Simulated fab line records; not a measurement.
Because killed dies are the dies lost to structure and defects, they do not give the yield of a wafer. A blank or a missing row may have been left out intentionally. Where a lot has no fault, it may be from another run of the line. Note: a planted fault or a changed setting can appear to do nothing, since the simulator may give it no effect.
fab line records | flow n5Finfet | part 1 of 2: steps 1 to 23 of 33
record: lots: 5 | wafers: 15 | lastDay: 16
route steps=1938 shown BEOL_M10@1532 BEOL_M11@1536
lots that met no fault: from a run of the same line without faults
startH: start of the lot's first displayed wafer, in hours after the record's first day | waitH: hours since the lot's step before | " unchanged from the row above | L1.1+2: a row that stands for several wafers | - no value, or no start was given | * or withheld: withheld | < > ~ a bound
route shown NAME@n: names a module that has steps shown in the file, with the first one's number in the route | usual: average and standard deviation across the fault-free wafers | same: alike in all rows | chamber/n: place in a boat | sites: each site's reading | _std_site: standard deviation of those values | _edge_site: the outer-site mean with the inner-site mean subtracted | radiusMm: how far each site lies from the wafer's centre | mask NAME#n: copy n | behind: the most recent tool/chamber to have shaped the wafer | hold: the reason the lot was held/the length of the hold in hours/how it ended | device: whichever transistor did not switch (one of n, p or np) | end of line: tests of these same wafers at the route's end | where a step has no rows: the recipe by itself | killed: count of dies lost to structure and defects at first sort (not the wafer's yield) | map: a wafer's dies, x killed, . not, _ none there
set.NAME: the setting the step ran with; set.NAME@STEP: the setting that earlier step ran with | model.NAME: the simulator's own value behind a step, which no gauge read
certain route steps with their lots: each step a table, each wafer a row
services: from which hour (startH, from the record's first day; less than 0 if before it) a tool's chamber was out of use, for how many hours, and why
== steps ==
step: N5_BEOL_M10_PRE_CLEAN_55
recipe: gas: NH3 | timeS: 15 | tempC: withheld | rfPowerW: 300
usual: rfFwdPowerW: 295.1/1.7
lot.wafer | tool     | chamber | startH | waitH | rfFwdPowerW
L075.1    | pecvd-04 | 1       | 265.56 | 0.0   | 292.4
L075.2    | "        | 2       | "      | "     | 293.7
L075.5    | "        | 1       | "      | "     | 290.9
L078.2    | pecvd-03 | 1       | 301.99 | 0.0   | 295.4
L078.3    | "        | 0       | "      | "     | 295.5
L078.6    | "        | 2       | "      | "     | 295.9
L084.1    | pecvd-02 | 1       | 311.20 | 0.0   | 296.3
L084.3    | "        | 0       | "      | "     | 293.7
L084.4    | "        | 1       | "      | "     | 296.2
L085.1    | pecvd-02 | 1       | 313.12 | 0.0   | 295.3
L085.4    | "        | 0       | "      | "     | 292.3
L085.6    | "        | 1       | "      | "     | 296.1
L087.1    | pecvd-03 | 0       | 336.16 | 0.0   | 296.9
L087.2    | "        | 1       | "      | "     | 294.4
L087.6    | "        | 2       | "      | "     | 296.9
step: N5_BEOL_M10_DEP_56
recipe: material: SiCN | targetThkA: 150 | tempC: withheld | precursor: 3MS/NH3 | pressureTorr: 3 | rfW: 202 | timeS: 26.5
usual: rfFwdPowerW: 200.1/0.99 | showerheadPlenumPTorr: 3.667/0.014 | throttleValvePct: 9.0/0.3
lot.wafer | tool     | chamber | startH | waitH | rfFwdPowerW | showerheadPlenumPTorr | throttleValvePct
L075.1    | pecvd-04 | 1       | 265.59 | 0.0   | 197.6       | 3.633                 | 8.5
L075.2    | "        | 2       | "      | "     | 199.8       | 3.676                 | 8.7
L075.5    | "        | 1       | "      | "     | 198.1       | 3.632                 | 8.6
L078.2    | pecvd-03 | 1       | 302.02 | 0.0   | 200.7       | 3.664                 | 9.3
L078.3    | "        | 0       | "      | "     | 199.2       | 3.656                 | 9.0
L078.6    | "        | 2       | "      | "     | 200.0       | 3.673                 | 8.7
L084.1    | pecvd-02 | 1       | 311.22 | 0.0   | 200.6       | 3.649                 | 9.1
L084.3    | "        | 0       | "      | "     | 199.3       | 3.676                 | 9.1
L084.4    | "        | 1       | "      | "     | 201.3       | 3.651                 | 9.1
L085.1    | pecvd-02 | 1       | 313.15 | 0.0   | 200.2       | 3.658                 | 9.5
L085.4    | "        | 0       | "      | "     | 199.5       | 3.674                 | 9.2
L085.6    | "        | 1       | "      | "     | 200.6       | 3.656                 | 9.1
L087.1    | pecvd-03 | 0       | 336.19 | 0.0   | 199.1       | 3.646                 | 9.1
L087.2    | "        | 1       | "      | "     | 200.1       | 3.669                 | 9.6
L087.6    | "        | 2       | "      | "     | 201.5       | 3.679                 | 8.5
step: N5_BEOL_M10_RS_MEAS_57
recipe: thkMeasGauge: four-point-probe | reads: Cu_of_BEOL_M10_ECD_50+Co_of_BEOL_M10_CVD_75+TaN_of_BEOL_M10_ALD_74
usual: M10_RS: 0.150/0.0031
lot.wafer | tool         | chamber | startH | waitH | M10_RS[ohm/sq]
L075.1    | filmMetro-02 | -       | 265.66 | 0.1   | 0.150
L075.2    | "            | -       | "      | "     | 0.146
L075.5    | "            | -       | "      | "     | 0.152
L078.2    | filmMetro-01 | -       | 302.09 | 0.1   | 0.148
L078.3    | "            | -       | "      | "     | 0.145
L078.6    | "            | -       | "      | "     | 0.146
L084.1    | filmMetro-01 | -       | 311.30 | 0.1   | 0.150
L084.3    | "            | -       | "      | "     | 0.148
L084.4    | "            | -       | "      | "     | 0.151
L085.1    | filmMetro-01 | -       | 313.22 | 0.1   | 0.154
L085.4    | "            | -       | "      | "     | 0.150
L085.6    | "            | -       | "      | "     | 0.145
L087.1    | filmMetro-02 | -       | 336.26 | 0.1   | 0.152
L087.2    | "            | -       | "      | "     | 0.151
L087.6    | "            | -       | "      | "     | 0.150
step: N5_BEOL_M10_INSPECT_58
recipe: inspectInstrument: darkfield | mode: postDep
usual: rawDefectCount: 72/23
lot.wafer | tool             | chamber | startH | waitH | rawDefectCount
L075.1    | defectInspect-01 | -       | 265.69 | 0.0   | 105
L075.2    | "                | -       | "      | "     | 77
L075.5    | "                | -       | "      | "     | 59
L078.2    | defectInspect-01 | -       | 302.12 | 0.0   | 89
L078.3    | "                | -       | "      | "     | 83
L078.6    | "                | -       | "      | "     | 55
L084.1    | defectInspect-01 | -       | 311.32 | 0.0   | 103
L084.3    | "                | -       | "      | "     | 61
L084.4    | "                | -       | "      | "     | 91
L085.1    | defectInspect-01 | -       | 313.25 | 0.0   | 62
L085.4    | "                | -       | "      | "     | 126
L085.6    | "                | -       | "      | "     | 153
L087.1    | defectInspect-02 | -       | 336.29 | 0.0   | 57
L087.2    | "                | -       | "      | "     | 33
L087.6    | "                | -       | "      | "     | 49
step: N5_BEOL_M11_ILD_DEP_00
recipe: material: SiCOH_lowk | targetThkA: 3085.1 | tempC: 300 | precursor: DEMS/porogen | pressureTorr: 5 | rfW: 500 | timeS: 58
usual: heaterPowerW: 306/59 | rfFwdPowerW: 496.1/1.9 | showerheadPlenumPTorr: 5.736/0.018 | throttleValvePct: 13.8/0.42
lot.wafer | tool     | chamber | startH | waitH | heaterPowerW | rfFwdPowerW | showerheadPlenumPTorr | throttleValvePct
L075.1    | pecvd-02 | 1       | 265.72 | 0.0   | 287          | 498.4       | 5.730                 | 14.3
L075.2    | "        | 2       | "      | "     | 263          | 499.2       | 5.745                 | 13.5
L075.5    | "        | 1       | "      | "     | 307          | 499.3       | 5.731                 | 14.4
L078.2    | pecvd-02 | 1       | 302.16 | 0.0   | 371          | 496.0       | 5.745                 | 14.2
L078.3    | "        | 0       | "      | "     | 292          | 496.4       | 5.763                 | 13.7
L078.6    | "        | 0       | "      | "     | 295          | 495.8       | 5.758                 | 13.9
L084.1    | pecvd-04 | 1       | 311.36 | 0.0   | 383          | 489.3       | 5.704                 | 13.3
L084.3    | "        | 0       | "      | "     | 414          | 498.4       | 5.758                 | 14.0
L084.4    | "        | 1       | "      | "     | 381          | 492.7       | 5.721                 | 13.1
L085.1    | pecvd-01 | 1       | 313.29 | 0.0   | 242          | 499.1       | 5.729                 | 14.5
L085.4    | "        | 0       | "      | "     | 273          | 495.9       | 5.722                 | 13.6
L085.6    | "        | 1       | "      | "     | 248          | 499.6       | 5.728                 | 14.5
L087.1    | pecvd-04 | 2       | 336.32 | 0.0   | 322          | 496.4       | 5.747                 | 13.4
L087.2    | "        | 0       | "      | "     | 428          | 496.2       | 5.764                 | 14.1
L087.6    | "        | 1       | "      | "     | 370          | 494.1       | 5.724                 | 13.4
step: N5_BEOL_M11_CURE_71
recipe: tempC: 385 | timeS: 240 | ambient: He/Ar | material: SiCOH_lowk
usual: lampPowerPct: 52.31/0.061 | wafer_temp_C_max: 387.1/0.65
lot.wafer | tool      | chamber | startH | waitH | lampPowerPct | wafer_temp_C_max
L075.1    | uvCure-02 | 0       | 265.80 | 0.0   | 52.33        | 387.6
L075.2    | "         | 0       | "      | "     | 52.34        | 387.2
L075.5    | "         | 0       | "      | "     | 52.23        | 386.5
L078.2    | uvCure-02 | 2       | 302.88 | 0.7   | 52.35        | 386.5
L078.3    | "         | 2       | "      | "     | 52.44        | 387.1
L078.6    | "         | 2       | "      | "     | 52.40        | 387.1
L084.1    | uvCure-02 | 0       | 311.47 | 0.1   | 52.35        | 388.2
L084.3    | "         | 0       | "      | "     | 52.32        | 387.0
L084.4    | "         | 0       | "      | "     | 52.39        | 387.2
L085.1    | uvCure-03 | 1       | 313.36 | 0.0   | 52.32        | 387.6
L085.4    | "         | 1       | "      | "     | 52.35        | 387.9
L085.6    | "         | 1       | "      | "     | 52.26        | 388.5
L087.1    | uvCure-03 | 2       | 336.51 | 0.2   | 52.32        | 386.4
L087.2    | "         | 2       | "      | "     | 52.18        | 386.6
L087.6    | "         | 2       | "      | "     | 52.27        | 387.5
step: N5_BEOL_M11_THK_MEAS_01
recipe: reads: SiCOH_lowk_of_BEOL_M11_ILD_DEP_00
usual: M11_ILD_THK: 268/4.2
lot.wafer | tool         | chamber | startH | waitH | M11_ILD_THK[nm]
L075.1    | filmMetro-01 | -       | 266.31 | 0.4   | 264
L075.2    | "            | -       | "      | "     | 261
L075.5    | "            | -       | "      | "     | 271
L078.2    | filmMetro-02 | -       | 303.71 | 0.7   | 272
L078.3    | "            | -       | "      | "     | 269
L078.6    | "            | -       | "      | "     | 272
L084.1    | filmMetro-01 | -       | 311.98 | 0.4   | 266
L084.3    | "            | -       | "      | "     | 271
L084.4    | "            | -       | "      | "     | 270
L085.1    | filmMetro-01 | -       | 313.88 | 0.4   | 269
L085.4    | "            | -       | "      | "     | 268
L085.6    | "            | -       | "      | "     | 272
L087.1    | filmMetro-02 | -       | 337.02 | 0.4   | 265
L087.2    | "            | -       | "      | "     | 265
L087.6    | "            | -       | "      | "     | 270
step: N5_BEOL_M11_PECVD_70
recipe: material: SiO2 | targetThkA: 200 | tempC: 400 | precursor: TEOS/O2 | pressureTorr: 5.5 | rfW: 450 | teosFlowSccm: 53.8 | gas: O2 | flowSccm: 3000 | timeS: 22.7
usual: heaterPowerW: 711/100 | rfFwdPowerW: 445.1/2.3 | showerheadPlenumPTorr: 8.76/0.074 | throttleValvePct: 22.3/0.66
lot.wafer | tool     | chamber | startH | waitH | heaterPowerW | rfFwdPowerW | showerheadPlenumPTorr | throttleValvePct
L075.1    | pecvd-01 | 0       | 266.35 | 0.0   | 670          | 443.5       | 8.66                  | 22.3
L075.2    | "        | 2       | "      | "     | 681          | 446.2       | 8.70                  | 21.4
L075.5    | "        | 2       | "      | "     | 683          | 445.5       | 8.70                  | 21.3
L078.2    | pecvd-04 | 1       | 303.75 | 0.0   | 827          | 442.3       | 8.68                  | 21.7
L078.3    | "        | 2       | "      | "     | 697          | 445.5       | 8.80                  | 21.8
L078.6    | "        | 1       | "      | "     | 838          | 443.0       | 8.67                  | 21.6
L084.1    | pecvd-02 | 1       | 312.02 | 0.0   | 768          | 446.6       | 8.78                  | 22.9
L084.3    | "        | 2       | "      | "     | 675          | 447.9       | 8.87                  | 22.0
L084.4    | "        | 0       | "      | "     | 648          | 444.4       | 8.79                  | 22.2
L085.1    | pecvd-01 | 1       | 313.91 | 0.0   | 668          | 446.9       | 8.76                  | 23.4
L085.4    | "        | 2       | "      | "     | 636          | 443.9       | 8.69                  | 21.3
L085.6    | "        | 0       | "      | "     | 688          | 444.7       | 8.63                  | 22.1
L087.1    | pecvd-02 | 2       | 337.06 | 0.0   | 566          | 448.4       | 8.86                  | 22.3
L087.2    | "        | 1       | "      | "     | 735          | 449.1       | 8.77                  | 22.7
L087.6    | "        | 2       | "      | "     | 578          | 447.5       | 8.83                  | 21.8
step: N5_BEOL_M11_HM_DEP_02
recipe: material: TiN | targetThkA: 200 | tempC: 25 | chamberPressurePa: 0.49996
usual: throttleValvePct: 30.1/1.5
lot.wafer | tool          | chamber | startH | waitH | throttleValvePct
L075.1    | pvdSputter-01 | -       | 267.52 | 1.2   | 29.7
L075.2    | "             | -       | "      | "     | 30.7
L075.5    | "             | -       | "      | "     | 30.6
L078.2    | pvdSputter-02 | -       | 304.53 | 0.8   | 31.2
L078.3    | "             | -       | "      | "     | 30.7
L078.6    | "             | -       | "      | "     | 29.4
L084.1    | pvdSputter-03 | -       | 312.79 | 0.8   | 30.1
L084.3    | "             | -       | "      | "     | 33.7
L084.4    | "             | -       | "      | "     | 27.7
L085.1    | pvdSputter-03 | -       | 314.85 | 0.9   | 33.8
L085.4    | "             | -       | "      | "     | 27.6
L085.6    | "             | -       | "      | "     | 30.1
L087.1    | pvdSputter-01 | -       | 339.38 | 2.3   | 28.9
L087.2    | "             | -       | "      | "     | 30.5
L087.6    | "             | -       | "      | "     | 30.6
step: N5_BEOL_M11_COAT_59
recipe: resist: SOC | tempC: 250 | timeS: 60 | spinRpm: 1500 | resistThkNm: 100
lot.wafer  | tool          | chamber | startH | waitH
L075.1+2+5 | lithoTrack-02 | 0       | 267.65 | 0.1
L078.2+3+6 | lithoTrack-02 | 0       | 304.66 | 0.1
L084.1+3+4 | lithoTrack-04 | 0       | 312.92 | 0.1
L085.1+4+6 | lithoTrack-03 | 0       | 314.99 | 0.1
L087.1+2+6 | lithoTrack-02 | 0       | 339.51 | 0.1
step: N5_BEOL_M11_COAT_60
recipe: resist: SiARC | tempC: 220 | timeS: 60 | spinRpm: 1500 | resistThkNm: 30
lot.wafer  | tool          | chamber | startH | waitH
L075.1+2+5 | lithoTrack-02 | 0       | -      | -
L078.2+3+6 | lithoTrack-02 | 0       | -      | -
L084.1+3+4 | lithoTrack-04 | 0       | -      | -
L085.1+4+6 | lithoTrack-03 | 0       | -      | -
L087.1+2+6 | lithoTrack-02 | 0       | -      | -
step: N5_BEOL_M11_COAT_05
recipe: resist: CAR-ArF | spinRpm: 1500 | resistThkNm: 90
lot.wafer  | tool          | chamber | startH | waitH
L075.1+2+5 | lithoTrack-02 | 0       | -      | -
L078.2+3+6 | lithoTrack-02 | 0       | -      | -
L084.1+3+4 | lithoTrack-04 | 0       | -      | -
L085.1+4+6 | lithoTrack-03 | 0       | -      | -
L087.1+2+6 | lithoTrack-02 | 0       | -      | -
step: N5_BEOL_M11_EBR_07
recipe: solvent: PGMEA | ebrWidthMm: 1.5
same: ebrWidthMm: 1.5
lot.wafer  | tool          | chamber | startH | waitH
L075.1+2+5 | lithoTrack-02 | 0       | -      | -
L078.2+3+6 | lithoTrack-02 | 0       | -      | -
L084.1+3+4 | lithoTrack-04 | 0       | -      | -
L085.1+4+6 | lithoTrack-03 | 0       | -      | -
L087.1+2+6 | lithoTrack-02 | 0       | -      | -
step: N5_BEOL_M11_SOFTBAKE_06
recipe: tempC: 110 | timeS: 60 | resist: CAR-ArF
lot.wafer  | tool          | chamber | startH | waitH
L075.1+2+5 | lithoTrack-02 | 0       | -      | -
L078.2+3+6 | lithoTrack-02 | 0       | -      | -
L084.1+3+4 | lithoTrack-04 | 0       | -      | -
L085.1+4+6 | lithoTrack-03 | 0       | -      | -
L087.1+2+6 | lithoTrack-02 | 0       | -      | -
step: N5_BEOL_M11_EXPOSE_08
recipe: maskId: M11 | na: 1.35 | sourceShape: dipole | sigmaInner: 0.411 | sigmaOuter: 0.611 | polarization: te | doseMj: 53.75
same: sigmaInner: 0.411
lot.wafer  | tool           | chamber | startH | waitH | mask
L075.1+2+5 | arfiScanner-03 | 0       | 267.96 | -     | M11#0
L078.2+3+6 | arfiScanner-02 | 0       | 304.91 | -     | M11#0
L084.1+3+4 | arfiScanner-01 | 0       | 313.16 | -     | M11#0
L085.1+4+6 | arfiScanner-02 | 0       | 315.28 | -     | M11#0
L087.1+2+6 | arfiScanner-03 | 0       | 339.75 | -     | M11#0
step: N5_BEOL_M11_PEB_09
recipe: pebTempC: withheld | pebTimeS: 60 | resist: CAR-ArF
same: pebTimeS: 60
lot.wafer  | tool          | chamber | startH | waitH
L075.1+2+5 | lithoTrack-03 | 0       | 268.02 | 0.1
L078.2+3+6 | lithoTrack-03 | 0       | 304.96 | 0.0
L084.1+3+4 | lithoTrack-03 | 0       | 313.22 | 0.1
L085.1+4+6 | lithoTrack-04 | 0       | 315.34 | 0.1
L087.1+2+6 | lithoTrack-02 | 0       | 339.81 | 0.1
step: N5_BEOL_M11_DEVELOP_10
recipe: developTimeS: 30 | developer: TMAH | resist: CAR-ArF | rinseLiquid: diw | dry: airSpin | devTempC: 23
usual: developerTempC: 23.03/0.092
lot.wafer | tool          | chamber | startH | waitH | developerTempC
L075.1    | lithoTrack-03 | 0       | -      | -     | 23.03
L075.2    | "             | 0       | "      | "     | 23.10
L075.5    | "             | 0       | "      | "     | 23.10
L078.2    | lithoTrack-03 | 0       | -      | -     | 23.00
L078.3    | "             | 0       | "      | "     | 23.18
L078.6    | "             | 0       | "      | "     | 23.12
L084.1    | lithoTrack-03 | 0       | -      | -     | 23.08
L084.3    | "             | 0       | "      | "     | 23.04
L084.4    | "             | 0       | "      | "     | 23.01
L085.1    | lithoTrack-04 | 0       | -      | -     | 22.94
L085.4    | "             | 0       | "      | "     | 22.93
L085.6    | "             | 0       | "      | "     | 22.93
L087.1    | lithoTrack-02 | 0       | -      | -     | 23.10
L087.2    | "             | 0       | "      | "     | 23.05
L087.6    | "             | 0       | "      | "     | 23.12
step: N5_BEOL_M11_CD_MEAS_11
recipe: targetCdNm: 64.1 | landingEnergyEv: 500 | detector: seInlens | polarity: opening
usual: cdNm: 64.1/0.6
lot.wafer | tool     | chamber | startH | waitH | cdNm
L075.1    | cdSem-02 | 0       | 268.08 | -     | 64.2
L075.2    | "        | 0       | "      | "     | 64.4
L075.5    | "        | 0       | "      | "     | 64.4
L078.2    | cdSem-03 | 0       | 305.03 | -     | 64.9
L078.3    | "        | 0       | "      | "     | 64.6
L078.6    | "        | 0       | "      | "     | 64.2
L084.1    | cdSem-01 | 0       | 313.28 | -     | 64.6
L084.3    | "        | 0       | "      | "     | 64.3
L084.4    | "        | 0       | "      | "     | 63.6
L085.1    | cdSem-01 | 0       | 315.41 | -     | 63.9
L085.4    | "        | 0       | "      | "     | 63.8
L085.6    | "        | 0       | "      | "     | 63.9
L087.1    | cdSem-03 | 0       | 339.88 | -     | 64.5
L087.2    | "        | 0       | "      | "     | 64.9
L087.6    | "        | 0       | "      | "     | 63.6
step: N5_BEOL_M11_OVL_MEAS_12
recipe: pointsPerWafer: 44
usual: M11_OVL: 0.0/0.76
lot.wafer | tool       | chamber | startH | waitH | M11_OVL[nm]
L075.1    | overlay-02 | 0       | 268.11 | 0.0   | 0.6
L075.2    | "          | 0       | "      | "     | 0.6
L075.5    | "          | 0       | "      | "     | 0.2
L078.2    | overlay-02 | 0       | 305.07 | 0.0   | -0.2
L078.3    | "          | 0       | "      | "     | 0.3
L078.6    | "          | 0       | "      | "     | 0.8
L084.1    | overlay-01 | 0       | 313.31 | 0.0   | -0.8
L084.3    | "          | 0       | "      | "     | -1.3
L084.4    | "          | 0       | "      | "     | -1.3
L085.1    | overlay-02 | 0       | 315.44 | 0.0   | -0.3
L085.4    | "          | 0       | "      | "     | 0.3
L085.6    | "          | 0       | "      | "     | -0.1
L087.1    | overlay-01 | 0       | 339.91 | 0.0   | 1.4
L087.2    | "          | 0       | "      | "     | 0.3
L087.6    | "          | 0       | "      | "     | 1.0
step: N5_BEOL_M11_INSPECT_13
recipe: mode: adi | inspectInstrument: brightfield
usual: rawDefectCount: 422/100
lot.wafer | tool             | chamber | startH | waitH | rawDefectCount
L075.1    | defectInspect-01 | -       | 268.14 | 0.0   | 363
L075.2    | "                | -       | "      | "     | 333
L075.5    | "                | -       | "      | "     | 417
L078.2    | defectInspect-01 | -       | 305.09 | 0.0   | 516
L078.3    | "                | -       | "      | "     | 380
L078.6    | "                | -       | "      | "     | 367
L084.1    | defectInspect-02 | -       | 313.34 | 0.0   | 493
L084.3    | "                | -       | "      | "     | 363
L084.4    | "                | -       | "      | "     | 367
L085.1    | defectInspect-01 | -       | 315.46 | 0.0   | 442
L085.4    | "                | -       | "      | "     | 602
L085.6    | "                | -       | "      | "     | 718
L087.1    | defectInspect-02 | -       | 339.93 | 0.0   | 473
L087.2    | "                | -       | "      | "     | 313
L087.6    | "                | -       | "      | "     | 386
step: N5_BEOL_M11_DESCUM_16
recipe: chemistry: O2 | timeS: 7.9 | sourcePowerW: 50 | biasPowerW: 20 | pressureMtorr: 20 | rfFrequencyHz: 2.712e+07 | tempC: 40 | resist: CAR-ArF | o2FlowSccm: 225
usual: drypumpMotorCurrentA: 5.7/0.31 | oesProductAu: 0.79/0.097 | rfFwdPowerW: 49.39/0.25 | rfVppV: 243.2/1.3 | showerheadPlenumPTorr: 2.09/0.072 | throttleValvePct: 20.36/0.27
lot.wafer | tool       | chamber | startH | waitH | drypumpMotorCurrentA | oesProductAu | rfFwdPowerW | rfHoursCounterH | rfVppV | showerheadPlenumPTorr | throttleValvePct
L075.1    | rieDiel-02 | 0       | 268.17 | 0.0   | 5.3                  | 0.71         | 49.48       | 206             | 241.1  | 1.99                  | 20.54
L075.2    | "          | 2       | "      | "     | 5.7                  | 0.92         | 49.37       | 11              | 245.6  | 2.13                  | 20.03
L075.5    | "          | 0       | "      | "     | 5.3                  | 0.71         | 49.53       | -               | 243.4  | 1.99                  | 20.54
L078.2    | rieDiel-04 | 1       | 305.51 | 0.4   | 5.9                  | 0.71         | 49.36       | 205             | 245.4  | 2.14                  | 20.27
L078.3    | "          | 0       | "      | "     | 5.7                  | 0.69         | 49.32       | 219             | 242.2  | 2.07                  | 20.88
L078.6    | "          | 1       | "      | "     | 5.9                  | 0.71         | 49.51       | -               | 244.9  | 2.14                  | 20.27
L084.1    | rieDiel-05 | 0       | 313.37 | 0.0   | 5.3                  | 0.71         | 49.69       | 206             | 243.5  | 2.05                  | 20.26
L084.3    | "          | 3       | "      | "     | 6.3                  | 0.88         | 49.33       | 36              | 246.7  | 2.21                  | 20.43
L084.4    | "          | 2       | "      | "     | 5.9                  | 0.70         | 49.50       | 190             | 241.7  | 2.07                  | 20.23
L085.1    | rieDiel-02 | 3       | 315.83 | 0.4   | 5.4                  | 0.89         | 49.42       | 30              | 243.1  | 2.03                  | 20.45
L085.4    | "          | 3       | "      | "     | 5.5                  | 0.88         | 49.33       | -               | 242.0  | 2.03                  | 20.46
L085.6    | "          | 2       | "      | "     | 5.7                  | 0.88         | 49.80       | -               | 241.9  | 2.12                  | 20.05
L087.1    | rieDiel-04 | 0       | 340.19 | 0.3   | 5.7                  | 0.69         | 49.52       | 232             | 243.1  | 2.06                  | 20.90
L087.2    | "          | 3       | "      | "     | 5.5                  | 0.95         | 48.72       | 6               | 245.5  | 2.24                  | 20.56
L087.6    | "          | 1       | "      | "     | 5.9                  | 0.70         | 49.37       | -               | 242.4  | 2.14                  | 20.30
step: N5_BEOL_M11_ETCH_61
recipe: chemistry: CF4 | target: SiARC | targetDepthA: 390 | maskMaterial: CAR-ArF | timeS: 65 | ionEnergyEv: 80 | pressureMtorr: 40 | sourceW: 545 | biasW: 36 | Ar_flow_sccm: 100 | cf4FlowSccm: 100 | ends: cleared
usual: cf4FlowSccm: 100.0/0.3 | drypumpMotorCurrentA: 5.6/0.31 | etchRfOnTimeS: 65.9/1.7 | oesProductAu: 0.68/0.085 | rfFwdPowerW: 538.5/2.9 | rfVppV: 184.1/1.1 | showerheadPlenumPTorr: 2.15/0.07 | throttleValvePct: 15.58/0.25
lot.wafer | tool       | chamber | startH | waitH | cf4FlowSccm | drypumpMotorCurrentA | etchRfOnTimeS | oesProductAu | rfFwdPowerW | rfHoursCounterH | rfVppV | showerheadPlenumPTorr | throttleValvePct
L075.1    | rieDiel-02 | 0       | 268.21 | 0.0   | 100.2       | 5.3                  | 66.4          | 0.60         | 541.5       | 206             | 183.4  | 2.04                  | 15.79
L075.2    | "          | 2       | "      | "     | 100.1       | 5.7                  | 63.9          | 0.80         | 536.2       | 11              | 184.6  | 2.19                  | 15.22
L075.5    | "          | 0       | "      | "     | 99.9        | 5.3                  | 67.0          | 0.59         | 539.5       | -               | 182.5  | 2.04                  | 15.81
L078.2    | rieDiel-04 | 1       | 305.54 | 0.0   | 100.2       | 5.9                  | 66.2          | 0.60         | 540.0       | 205             | 183.4  | 2.21                  | 15.64
L078.3    | "          | 0       | "      | "     | 100.0       | 5.7                  | 69.6          | 0.58         | 541.4       | 219             | 183.3  | 2.11                  | 16.03
L078.6    | "          | 1       | "      | "     | 100.0       | 5.9                  | 65.6          | 0.60         | 536.5       | -               | 185.7  | 2.21                  | 15.66
L084.1    | rieDiel-05 | 0       | 313.41 | 0.0   | 100.2       | 5.3                  | 66.5          | 0.60         | 543.4       | 206             | 183.7  | 2.12                  | 15.65
L084.3    | "          | 3       | "      | "     | 100.0       | 6.3                  | 66.5          | 0.75         | 535.5       | 36              | 184.8  | 2.26                  | 15.59
L084.4    | "          | 2       | "      | "     | 100.5       | 5.9                  | 64.8          | 0.61         | 537.2       | 190             | 183.6  | 2.12                  | 15.49
L085.1    | rieDiel-02 | 3       | 315.87 | 0.0   | 99.7        | 5.5                  | 64.1          | 0.75         | 538.1       | 30              | 184.5  | 2.09                  | 15.56
L085.4    | "          | 3       | "      | "     | 100.0       | 5.5                  | 64.0          | 0.75         | 538.2       | -               | 183.0  | 2.09                  | 15.58
L085.6    | "          | 2       | "      | "     | 100.3       | 5.7                  | 64.5          | 0.76         | 536.2       | -               | 184.6  | 2.18                  | 15.24
L087.1    | rieDiel-04 | 0       | 340.22 | 0.0   | 99.6        | 5.7                  | 70.3          | 0.57         | 534.6       | 232             | 184.4  | 2.11                  | 16.04
L087.2    | "          | 3       | "      | "     | 99.7        | 5.5                  | 63.9          | 0.83         | 532.0       | 6               | 185.1  | 2.27                  | 15.56
L087.6    | "          | 1       | "      | "     | 99.7        | 5.9                  | 66.1          | 0.59         | 537.8       | -               | 185.2  | 2.21                  | 15.67
step: N5_BEOL_M11_ETCH_62
recipe: chemistry: N2/H2 | target: SOC | targetDepthA: 1100 | overetchA: 220 | maskMaterial: SiARC | tempC: 40 | timeS: 165 | ionEnergyEv: 200 | pressureMtorr: 30 | sourceW: 840 | biasW: 150 | n2FlowSccm: 200 | h2FlowSccm: 200
usual: drypumpMotorCurrentA: 5.7/0.31 | oesProductAu: 0.67/0.079 | rfFwdPowerW: 837.4/3 | rfVppV: 524.1/2.6 | showerheadPlenumPTorr: 2.55/0.091 | throttleValvePct: 17.80/0.21
lot.wafer | tool       | chamber | startH | waitH | drypumpMotorCurrentA | oesProductAu | rfFwdPowerW | rfHoursCounterH | rfVppV | showerheadPlenumPTorr | throttleValvePct
L075.1    | rieDiel-02 | 0       | 268.26 | 0.0   | 5.3                  | 0.61         | 840.6       | 206             | 520.1  | 2.42                  | 17.95
L075.2    | "          | 2       | "      | "     | 5.7                  | 0.79         | 837.6       | 11              | 523.9  | 2.61                  | 17.61
L075.5    | "          | 0       | "      | "     | 5.3                  | 0.61         | 837.9       | -               | 520.8  | 2.43                  | 17.95
L078.2    | rieDiel-04 | 1       | 305.59 | 0.0   | 6.0                  | 0.59         | 837.4       | 205             | 526.1  | 2.64                  | 17.94
L078.3    | "          | 0       | "      | "     | 5.7                  | 0.60         | 832.6       | 219             | 522.3  | 2.50                  | 18.13
L078.6    | "          | 1       | "      | "     | 5.9                  | 0.60         | 838.8       | -               | 525.1  | 2.64                  | 17.94
L084.1    | rieDiel-05 | 0       | 313.46 | 0.0   | 5.3                  | 0.60         | 844.9       | 206             | 522.9  | 2.51                  | 17.71
L084.3    | "          | 3       | "      | "     | 6.3                  | 0.75         | 833.5       | 36              | 527.6  | 2.71                  | 17.95
L084.4    | "          | 2       | "      | "     | 5.9                  | 0.60         | 837.0       | 190             | 524.3  | 2.51                  | 17.59
L085.1    | rieDiel-02 | 3       | 315.92 | 0.0   | 5.5                  | 0.75         | 839.8       | 30              | 522.2  | 2.48                  | 17.84
L085.4    | "          | 3       | "      | "     | 5.5                  | 0.74         | 836.7       | -               | 521.2  | 2.48                  | 17.85
L085.6    | "          | 2       | "      | "     | 5.7                  | 0.75         | 834.5       | -               | 525.6  | 2.61                  | 17.64
L087.1    | rieDiel-04 | 0       | 340.27 | 0.0   | 5.7                  | 0.60         | 835.4       | 232             | 522.3  | 2.49                  | 18.14
L087.2    | "          | 3       | "      | "     | 5.5                  | 0.81         | 836.4       | 6               | 528.8  | 2.72                  | 17.87
L087.6    | "          | 1       | "      | "     | 5.9                  | 0.59         | 837.0       | -               | 526.4  | 2.64                  | 17.95
